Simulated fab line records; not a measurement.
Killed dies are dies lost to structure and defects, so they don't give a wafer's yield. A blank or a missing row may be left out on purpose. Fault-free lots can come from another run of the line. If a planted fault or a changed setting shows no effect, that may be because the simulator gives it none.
The tool behind it: which one? | flow nand-harc | 12 lots with 36 wafers sampled at 5 steps, on a route of 1302 steps

WHAT THE GAUGES READ, wafer by wafer
NHARC_A_CONTACT_INSPECT_10.
lot  | measured     | on                | raw-defect-count
L982 | day 23 05:36 | defect-inspect-02 | 105 106 95
L983 | day 23 18:05 | defect-inspect-01 | 93 109 100
L985 | day 24 20:37 | defect-inspect-02 | 121 109 101
L987 | day 25 19:21 | defect-inspect-02 | 91 81 89
L986 | day 25 20:34 | defect-inspect-02 | 87 88 78
L990 | day 26 18:17 | defect-inspect-01 | 92 101 79
L989 | day 26 18:40 | defect-inspect-02 | 63 64 70
L995 | day 28 22:09 | defect-inspect-02 | 62 80 57
L994 | day 28 23:43 | defect-inspect-02 | 81 69 81
L100 | day 31 16:34 | defect-inspect-02 | 60 61 76
L102 | day 31 23:25 | defect-inspect-01 | 96 92 111
L101 | day 32 08:57 | defect-inspect-01 | 132 115 129

NHARC_END_SORT_01.
lot  | measured     | on        | killed-at-array | killed-at-other | killed-at-periphery | killed-dies | killed-open | killed-short
L982 | day 25 09:59 | prober-02 | 58 52 50        | 1 1 1           | 2 2 8               | 61 55 59    | 3 5 3       | 2 3 5
L983 | day 25 22:12 | prober-01 | 50 66 68        | 0 0 2           | 0 5 1               | 50 71 71    | 2 4 2       | 1 6 4
L985 | day 26 23:50 | prober-02 | 76 71 71        | 0 0 0           | 3 1 1               | 79 72 72    | 1 2 3       | 3 1 6
L987 | day 27 23:51 | prober-02 | 40 27 44        | 0 0 1           | 1 3 2               | 41 30 47    | 1 2 2       | 2 3 3
L986 | day 27 23:05 | prober-01 | 49 61 58        | 0 1 1           | 2 2 5               | 51 64 64    | 5 5 3       | 1 5 3
L990 | day 28 22:32 | prober-01 | 51 67 50        | 0 0 2           | 3 1 6               | 54 68 58    | 4 2 4       | 4 0 3
L989 | day 29 00:11 | prober-02 | 42 43 34        | 1 0 0           | 7 7 4               | 50 50 38    | 3 2 4       | 2 1 2
L995 | day 31 00:43 | prober-01 | 671 670 674     | 2 1 0           | 4 6 3               | 677 677 677 | 3 6 3       | 5 2 0
L994 | day 31 01:38 | prober-02 | 674 668 673     | 1 0 1           | 2 9 3               | 677 677 677 | 3 4 5       | 2 0 2
L100 | day 33 21:41 | prober-02 | 24 45 37        | 0 0 0           | 5 1 4               | 29 46 41    | 2 2 7       | 2 3 2
L102 | day 34 14:47 | prober-01 | 73 65 65        | 0 0 0           | 3 0 3               | 76 65 68    | 3 2 5       | 7 4 3
L101 | day 34 21:46 | prober-01 | 53 49 46        | 0 0 0           | 2 3 2               | 55 52 48    | 3 3 1       | 3 4 0

TOOL THAT RAN EACH LOT (tool first, then ch and the chambers of the sampled wafers, then the start)
lot  | NHARC_A_CONTACT_ETCH_136             | NHARC_A_CONTACT_ETCH_92            | NHARC_A_CONTACT_STRIP_26
L982 | har-cap-etch-01 ch 1, day 23 07:36   | rie-diel-02 ch 0,1,3, day 23 08:58 | rie-diel-02 ch 0,1,3, day 25 09:59 or earlier
L983 | har-cap-etch-03 ch 0,1, day 23 19:44 | rie-diel-02 ch 0,1,3, day 23 21:07 | rie-diel-02 ch 0,1,2, day 25 22:12 or earlier
L985 | har-cap-etch-01 ch 0,1, day 24 22:22 | rie-diel-11 ch 0,1, day 24 23:38   | rie-diel-11 ch 0,2,3, day 26 23:50 or earlier
L987 | har-cap-etch-03 ch 0,1, day 25 21:17 | rie-diel-02 ch 1,2, day 25 22:41   | rie-diel-02 ch 1,2, day 27 23:51 or earlier
L986 | har-cap-etch-01 ch 0,1, day 25 22:17 | rie-diel-02 ch 0,1,2, day 25 23:38 | rie-diel-02 ch 0,1,3, day 27 23:05 or earlier
L990 | har-cap-etch-02 ch 0,1, day 26 20:10 | rie-diel-02 ch 0,1,3, day 26 21:55 | rie-diel-02 ch 1,2,3, day 28 22:32 or earlier
L989 | har-cap-etch-01 ch 0,1, day 26 20:53 | rie-diel-02 ch 1,2, day 26 22:10   | rie-diel-11 ch 0,1, day 29 00:11 or earlier
L995 | har-cap-etch-02 ch 0,1, day 28 23:49 | rie-diel-04 ch 0,1,2, day 29 01:13 | rie-diel-11 ch 0,2,3, day 31 00:43 or earlier
L994 | har-cap-etch-03 ch 0,1, day 29 01:27 | rie-diel-04 ch 0,1,2, day 29 02:49 | rie-diel-02 ch 1,2,3, day 31 01:38 or earlier
L100 | har-cap-etch-02 ch 0,1, day 31 18:14 | rie-diel-02 ch 0,1,3, day 31 19:38 | rie-diel-02 ch 0,1,2, day 33 21:41 or earlier
L102 | har-cap-etch-02 ch 0,1, day 32 01:19 | rie-diel-04 ch 0,1,2, day 32 02:42 | rie-diel-11 ch 0,3, day 34 14:47 or earlier
L101 | har-cap-etch-01 ch 0,1, day 32 10:36 | rie-diel-04 ch 1,2,3, day 32 11:58 | rie-diel-11 ch 0,2,3, day 34 21:46 or earlier
- NHARC_A_CONTACT_ETCH_136: etches the open film in C4F8/O2/Ar, time 311 s, target depth 1912 nm.
- NHARC_A_CONTACT_ETCH_92: etches the open film in CH3F/O2, target depth 40 nm, time 85.7 s.
- NHARC_A_CONTACT_STRIP_26: strips in O2.

AS READ BY THE TOOLS THEMSELVES (means over the sampled wafers that have a number; for cases with no such wafer, the mark the record gives instead)
NHARC_A_CONTACT_ETCH_136.
lot  | tool            | chamber-pressure-mTorr (mTorr) | oes-air-line-au (a.u.)
L982 | har-cap-etch-01 | 19.978                         | 1.012
L983 | har-cap-etch-03 | 20.001                         | 0.961
L985 | har-cap-etch-01 | 19.991                         | 1.027
L987 | har-cap-etch-03 | 19.994                         | 1.009
L986 | har-cap-etch-01 | 20.007                         | 1.010
L990 | har-cap-etch-02 | 19.990                         | 1.008
L989 | har-cap-etch-01 | 19.993                         | 0.995
L995 | har-cap-etch-02 | 20.008                         | 1.002
L994 | har-cap-etch-03 | 19.991                         | 0.987
L100 | har-cap-etch-02 | 20.007                         | 0.996
L102 | har-cap-etch-02 | 20.003                         | 0.999
L101 | har-cap-etch-01 | 19.993                         | 1.013

NHARC_A_CONTACT_ETCH_92.
lot  | tool        | bias-w (W) | ch3f-flow-sccm (sccm) | drypump-motor-current-A (A) | oes-product-au (a.u.) | rf-vpp-V (V) | showerhead-plenum-p-Torr (Torr) | throttle-valve-pct (%)
L982 | rie-diel-02 | 99.9       | 49.84                 | 5.6                         | 0.932                 | 245.3        | 2.54                            | 20.669
L983 | rie-diel-02 | 100.4      | 50.03                 | 5.6                         | 0.944                 | 245.0        | 2.54                            | 20.665
L985 | rie-diel-11 | 100.3      | 49.94                 | 5.7                         | 0.934                 | 245.0        | 2.55                            | 20.671
L987 | rie-diel-02 | 99.9       | 50.08                 | 5.2                         | 0.941                 | 242.1        | 2.36                            | 20.661
L986 | rie-diel-02 | 99.9       | 49.96                 | 5.3                         | 0.928                 | 244.8        | 2.45                            | 20.662
L990 | rie-diel-02 | 100.1      | 49.96                 | 5.6                         | 0.929                 | 245.9        | 2.54                            | 20.666
L989 | rie-diel-02 | 100.0      | 49.86                 | 5.1                         | 1.013                 | 244.3        | 2.45                            | 20.664
L995 | rie-diel-04 | -          | -                     | -                           | -                     | -            | -                               | -
L994 | rie-diel-04 | -          | -                     | -                           | -                     | -            | -                               | -
L100 | rie-diel-02 | 99.9       | 50.09                 | 5.6                         | 0.927                 | 245.4        | 2.53                            | 20.655
L102 | rie-diel-04 | 100.5      | 49.98                 | 5.5                         | 0.928                 | 245.4        | 2.53                            | 20.662
L101 | rie-diel-04 | 100.2      | 49.99                 | 5.2                         | 0.925                 | 244.4        | 2.47                            | 20.666

NHARC_A_CONTACT_STRIP_26.
lot  | tool        | drypump-motor-current-A (A) | oes-product-au (a.u.) | rf-vpp-V (V) | showerhead-plenum-p-Torr (Torr) | throttle-valve-pct (%)
L982 | rie-diel-02 | 5.6                         | 0.994                 | 58.2         | 3.64                            | 17.031
L983 | rie-diel-02 | 5.3                         | 1.001                 | 57.1         | 3.52                            | 17.034
L985 | rie-diel-11 | 5.6                         | 0.991                 | 57.8         | 3.73                            | 17.034
L987 | rie-diel-02 | 5.1                         | 1.016                 | 57.5         | 3.51                            | 17.034
L986 | rie-diel-02 | 5.6                         | 1.005                 | 57.8         | 3.64                            | 17.045
L990 | rie-diel-02 | 5.5                         | 1.000                 | 57.6         | 3.52                            | 17.037
L989 | rie-diel-11 | 5.7                         | 1.005                 | 57.8         | 3.64                            | 17.033
L995 | rie-diel-11 | 5.6                         | 0.998                 | 58.1         | 3.71                            | 17.038
L994 | rie-diel-02 | 5.5                         | 1.002                 | 57.7         | 3.51                            | 17.039
L100 | rie-diel-02 | 5.4                         | 0.996                 | 58.3         | 3.50                            | 17.035
L102 | rie-diel-11 | 5.5                         | 1.008                 | 58.1         | 3.73                            | 17.042
L101 | rie-diel-11 | 5.6                         | 1.012                 | 57.5         | 3.70                            | 17.036

THE ANSWER, worked out from the rows above alone
Rule: what is usual is taken from the lots themselves. The widest of any qualifying gaps counts: lots, ordered by their means at a reading, are off when they make up no more than a third of the lots, leave a main group of 4 or more, and stand apart from it by 3 or more times the standard deviation of that group's means. If all means in a main group match to the digits the tables above print for the reading, that group is not used. Also off: a lot with no number at a reading for which 4 or more lots have one. The other lots that the step has rows for count as sound. Order of review: gauges by route order, followed by the tools' own readings, for which a lot's mean as printed above is used. At the first step where some lot is off, the reading lying furthest off is the one used; lots without a number count as furthest.
Off: L995, L994, at NHARC_END_SORT_01 (killed-dies). The main group: mean 56, standard deviation 11.
A tool fits if, at a process step before that reading, it ran every lot that is off, and no sound lot after the first of them. Not tried: the gauges at NHARC_END_SORT_01; whatever is off there is also off at NHARC_A_CONTACT_ETCH_92, on other tools, and gauge error can't account for it. NHARC_A_CONTACT_STRIP_26: start missing for some lots; hours and lot order therefore follow NHARC_END_SORT_01. No candidate that was tried fits.

WHAT THE SIMULATOR PUT IN
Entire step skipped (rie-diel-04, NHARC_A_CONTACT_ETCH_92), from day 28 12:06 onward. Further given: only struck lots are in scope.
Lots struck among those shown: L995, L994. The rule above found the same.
